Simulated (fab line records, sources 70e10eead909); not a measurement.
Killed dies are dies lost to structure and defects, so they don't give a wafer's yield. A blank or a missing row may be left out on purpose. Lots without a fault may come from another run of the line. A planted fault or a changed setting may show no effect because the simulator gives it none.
Which tool did it? | flow nand_harc | 13 lots, 39 wafers sampled, at 5 steps of a route of 1159

WHAT THE GAUGES READ, wafer by wafer
NHARC_P_M1_OVL_MEAS_10: pitch 260 nm. Usual: overlay_x_nm 0.1 nm, standard deviation 0.9; overlay_y_nm -0.1 nm, standard deviation 1.
lot  | measured     | on         | overlay_x_nm (nm) | overlay_y_nm (nm) | flag
L778 | day 5 14:53  | overlay-02 | 0.7 0.8 0.9       | -0.4 -0.7 -0.3    |
L781 | day 7 00:11  | overlay-01 | -0.6 -0.6 0.0     | 0.6 0.0 0.8       |
L782 | day 7 04:12  | overlay-02 | 0.7 0.1 -0.1      | -0.2 -0.3 -0.9    |
L783 | day 7 04:38  | overlay-02 | -2.5 -1.5 -1.9    | 1.1 0.6 0.2       |
L784 | day 7 09:36  | overlay-02 | 1.3 1.1 1.2       | 0.6 0.2 0.3       |
L787 | day 8 05:03  | overlay-02 | 0.5 0.1 0.3       | -0.4 0.2 0.2      |
L788 | day 8 09:43  | overlay-02 | -1.1 -0.7 -0.8    | 0.9 0.6 0.3       |
L791 | day 9 02:01  | overlay-01 | 1.3 1.5 1.6       | 0.7 1.5 0.9       |
L790 | day 9 02:55  | overlay-01 | -1.1 -0.3 -0.3    | -0.3 -1.1 -0.5    |
L789 | day 9 03:09  | overlay-02 | -0.7 -0.4 -0.1    | -0.6 -0.3 -0.7    |
L793 | day 9 19:25  | overlay-01 | 0.6 0.4 0.8       | 1.1 1.2 1.5       |
L797 | day 11 03:16 | overlay-02 | 0.6 0.1 0.3       | -0.8 -0.3 -0.6    |
L801 | day 11 10:07 | overlay-02 | 0.6 0.5 1.3       | 0.2 0.4 -0.6      |

NHARC_END_SORT_01. Usual: defect_limited_yield 95.7 %, standard deviation 1.2; killed_at_array 25, standard deviation 7.8; killed_at_other 0.6, standard deviation 0.81; killed_at_periphery 3.3, standard deviation 2.2; killed_dies 29, standard deviation 8.2; killed_open 3.5, standard deviation 1.9; killed_short 1.8, standard deviation 1.3; sort_bin_2_pct 1.3 %, standard deviation 0.5; sort_bin_3_pct 0.23 %, standard deviation 0.21; sort_bin_4_pct 2.8 %, standard deviation 0.9; sort_n_pass 648, standard deviation 8.2; sort_rim_yield_pct 94.3 %, standard deviation 2.8; sort_yield_pct 95.7 %, standard deviation 1.2.
lot  | measured     | on        | defect_limited_yield (%) | killed_at_array | killed_at_other | killed_at_periphery | killed_dies | killed_open | killed_short | sort_bin_2_pct (%) | sort_bin_3_pct (%) | sort_bin_4_pct (%) | sort_n_pass | sort_rim_yield_pct (%) | sort_yield_pct (%) | flag
L781 | day 19 23:44 | prober-01 | 96.8 95.6 96.0           | 17 27 26        | 0 0 0           | 5 3 1               | 22 30 27    | 3 5 4       | 2 1 2        | 1.5 1.5 1.3        | 0.30 0.59 0.15     | 1.5 2.4 2.5        | 655 647 650 | 96.2 97.2 95.3         | 96.8 95.6 96.0     |
L782 | day 20 15:15 | prober-02 | 94.4 95.0 93.8           | 35 33 38        | 0 1 3           | 3 0 1               | 38 34 42    | 6 4 2       | 1 1 2        | 1.6 1.5 1.5        | 0.15 0.15 0.44     | 3.8 3.4 4.3        | 639 643 635 | 92.5 88.7 95.3         | 94.4 95.0 93.8     |
L783 | day 19 14:13 | prober-02 | 96.0 96.6 96.8           | 26 18 19        | 0 0 1           | 1 5 2               | 27 23 22    | 3 4 1       | 0 0 1        | 1.2 1.2 0.4        | 0 0.15 0           | 2.8 2.1 2.8        | 650 654 655 | 92.5 91.5 94.3         | 96.0 96.6 96.8     |
L788 | day 21 11:03 | prober-01 | 94.8 95.1 95.3           | 29 29 26        | 0 0 2           | 6 4 4               | 35 33 32    | 5 6 2       | 0 1 5        | 1.9 1.9 1.8        | 0.44 0.15 0.15     | 2.8 2.8 2.8        | 642 644 645 | 91.5 92.5 93.4         | 94.8 95.1 95.3     |
L790 | day 22 01:54 | prober-02 | 95.6 96.9 95.0           | 25 19 33        | 0 0 0           | 5 2 1               | 30 21 34    | 6 2 5       | 1 2 2        | 1.6 1.0 1.0        | 0 0 0.15           | 2.8 2.1 3.8        | 647 656 643 | 99.1 96.2 97.2         | 95.6 96.9 95.0     |
L789 | day 23 04:03 | prober-02 | 91.1 88.9 90.4           | 38 45 36        | 3 0 3           | 19 30 26            | 60 75 65    | 3 4 2       | 1 5 1        | 3.7 5.9 5.3        | 0.59 0.59 1.18     | 4.6 4.6 3.1        | 617 602 612 | 79.2 77.4 76.4         | 91.1 88.9 90.4     | OFF
L793 | day 23 11:52 | prober-01 | 91.0 92.5 90.5           | 36 27 40        | 0 0 1           | 25 24 23            | 61 51 64    | 5 3 6       | 0 2 2        | 5.0 4.4 5.2        | 0.15 0.30 0        | 3.8 2.8 4.3        | 616 626 613 | 89.6 95.3 91.5         | 91.0 92.5 90.5     | OFF

WHICH TOOL RAN EACH LOT (tool, then ch and the chambers of the sampled wafers, then the start)
lot  | NHARC_P_M1_PVD_21                       | NHARC_P_M1_ANNEAL_31             | NHARC_P_M1_CMP_23
L778 | pvd_sputter-03, day 5 16:52 or earlier  | rtp_anneal-02 ch 0, day 5 16:52  | cmp-02 ch 2,3, day 5 17:10
L781 | pvd_sputter-02, day 7 02:16 or earlier  | rtp_anneal-01 ch 0, day 7 02:16  | cmp-03 ch 0,1,3, day 7 02:35
L782 | pvd_sputter-01, day 7 06:04 or earlier  | rtp_anneal-02 ch 0, day 7 06:04  | cmp-02 ch 0,1,3, day 7 06:30
L783 | pvd_sputter-03, day 7 06:33 or earlier  | rtp_anneal-01 ch 0, day 7 06:33  | cmp-03 ch 0,1, day 7 06:54
L784 | pvd_sputter-02, day 7 11:28 or earlier  | rtp_anneal-02 ch 0, day 7 11:28  | cmp-03 ch 0,1,2, day 7 11:50
L787 | pvd_sputter-01, day 8 06:58 or earlier  | rtp_anneal-02 ch 0, day 8 06:58  | cmp-03 ch 0,1, day 8 07:17
L788 | pvd_sputter-03, day 8 11:38 or earlier  | rtp_anneal-01 ch 0, day 8 11:38  | cmp-03 ch 0,2,3, day 8 11:55
L791 | pvd_sputter-02, day 9 03:53 or earlier  | rtp_anneal-02 ch 0, day 9 03:53  | cmp-04 ch 0,2,3, day 9 04:17
L790 | pvd_sputter-03, day 9 04:48 or earlier  | rtp_anneal-02 ch 0, day 9 04:48  | cmp-03 ch 0,3, day 9 05:08
L789 | pvd_sputter-02, day 9 05:16 or earlier  | rtp_anneal-02, day 9 05:16       | cmp-02 ch 0,2, day 9 05:33
L793 | pvd_sputter-01, day 9 21:20 or earlier  | rtp_anneal-01, day 9 21:20       | cmp-04 ch 0,2,3, day 9 21:40
L797 | pvd_sputter-01, day 11 05:10 or earlier | rtp_anneal-02 ch 0, day 11 05:10 | cmp-04 ch 0,1,3, day 11 05:33
L801 | pvd_sputter-03, day 11 12:05 or earlier | rtp_anneal-02 ch 0, day 11 12:05 | cmp-02 ch 1,2, day 11 12:20
- NHARC_P_M1_PVD_21: deposits Cu, target thk 30 nm, time 20.49 s.
- NHARC_P_M1_ANNEAL_31: time 90 s.
- NHARC_P_M1_CMP_23: polishes, t overpolish 20 s, target thk 157.82 nm.

WHAT THE TOOLS THEMSELVES READ (means of the sampled wafers that have a number; where no wafer has one, the mark that the record gives instead)
NHARC_P_M1_PVD_21. Usual: throttle_valve_pct 30.1 %, standard deviation 0.82.
lot  | tool           | throttle_valve_pct (%) | flag
L778 | pvd_sputter-03 | 30.4                   |
L781 | pvd_sputter-02 | 29.5                   |
L782 | pvd_sputter-01 | 29.7                   |
L783 | pvd_sputter-03 | 30.5                   |
L784 | pvd_sputter-02 | 29.6                   |
L787 | pvd_sputter-01 | 29.6                   |
L788 | pvd_sputter-03 | 29.9                   |
L791 | pvd_sputter-02 | 30.2                   |
L790 | pvd_sputter-03 | 30.4                   |
L789 | pvd_sputter-02 | 29.6                   |
L793 | pvd_sputter-01 | 29.2                   |
L797 | pvd_sputter-01 | 30.3                   |
L801 | pvd_sputter-03 | 31.1                   |

NHARC_P_M1_ANNEAL_31. Usual: anneal_temp_c 225.01 C, standard deviation 0.14; anneal_temp_c_max 226.1, standard deviation 0.68; wafer_temp_C_max 225.9, standard deviation 0.34.
lot  | tool          | anneal_temp_c (C) | anneal_temp_c_max | wafer_temp_C_max | flag
L778 | rtp_anneal-02 | 225.05            | 225.7             | 225.8            |
L781 | rtp_anneal-01 | 225.04            | 226.7             | 226.6            |
L782 | rtp_anneal-02 | 224.83            | 225.5             | 225.7            |
L783 | rtp_anneal-01 | 225.05            | 226.8             | 226.3            |
L784 | rtp_anneal-02 | 225.05            | 225.6             | 225.6            |
L787 | rtp_anneal-02 | 225.05            | 225.6             | 225.6            |
L788 | rtp_anneal-01 | 225.06            | 226.7             | 226.3            |
L791 | rtp_anneal-02 | 225.14            | 225.7             | 225.7            |
L790 | rtp_anneal-02 | 225.00            | 225.6             | 225.7            |
L789 | rtp_anneal-02 | -                 | -                 | -                | OFF
L793 | rtp_anneal-01 | -                 | -                 | -                | OFF
L797 | rtp_anneal-02 | 224.96            | 225.5             | 225.6            |
L801 | rtp_anneal-02 | 225.03            | 225.7             | 225.8            |

NHARC_P_M1_CMP_23. Usual: motor_current_A 12.3 A, standard deviation 0.69; time_to_endpoint_s 30 s, standard deviation 3.6.
lot  | tool   | motor_current_A (A) | time_to_endpoint_s (s) | flag
L778 | cmp-02 | 12.7                | 31                     |
L781 | cmp-03 | 12.0                | 27                     |
L782 | cmp-02 | 12.4                | 30                     |
L783 | cmp-03 | 12.4                | 31                     |
L784 | cmp-03 | 12.2                | 32                     |
L787 | cmp-03 | 11.7                | 31                     |
L788 | cmp-03 | 12.3                | 30                     |
L791 | cmp-04 | 11.7                | 26                     |
L790 | cmp-03 | 12.8                | 30                     |
L789 | cmp-02 | 12.0                | 26                     |
L793 | cmp-04 | 12.3                | 29                     |
L797 | cmp-04 | 12.4                | 25                     |
L801 | cmp-02 | 12.9                | 34                     |

THE ANSWER, worked out from the rows above alone
Rule: a lot is off if the mean of its wafers that have a number lies more than 3 standard deviations from the usual mean. A lot without any number at a reading at which 4 lots or more have one is off too. The other lots that the step has rows for count as sound. The gauges are gone through in route order, then the tools' own readings, and for those a lot's mean is taken as printed above. The first step at which some lot is off is used, and at that step the reading that is off furthest; a lot without a number counts as furthest.
Off: L789, L793, at NHARC_END_SORT_01 (killed_at_periphery). Neither off nor sound, because the step has no rows for them: L778, L784, L787, L791, L797, L801.
A tool fits if, at a process step before that reading, it ran every lot that is off, and no sound lot after the first of them. The gauges at NHARC_END_SORT_01 aren't tried: what is off there is off at NHARC_P_M1_ANNEAL_31 too, on other tools, and a gauge's error can't cause that. NHARC_P_M1_PVD_21 gives no start for some lots, so the hours and the order of its lots are those of NHARC_P_M1_ANNEAL_31. None of those tried fits.

WHAT THE SIMULATOR HAD PUT IN
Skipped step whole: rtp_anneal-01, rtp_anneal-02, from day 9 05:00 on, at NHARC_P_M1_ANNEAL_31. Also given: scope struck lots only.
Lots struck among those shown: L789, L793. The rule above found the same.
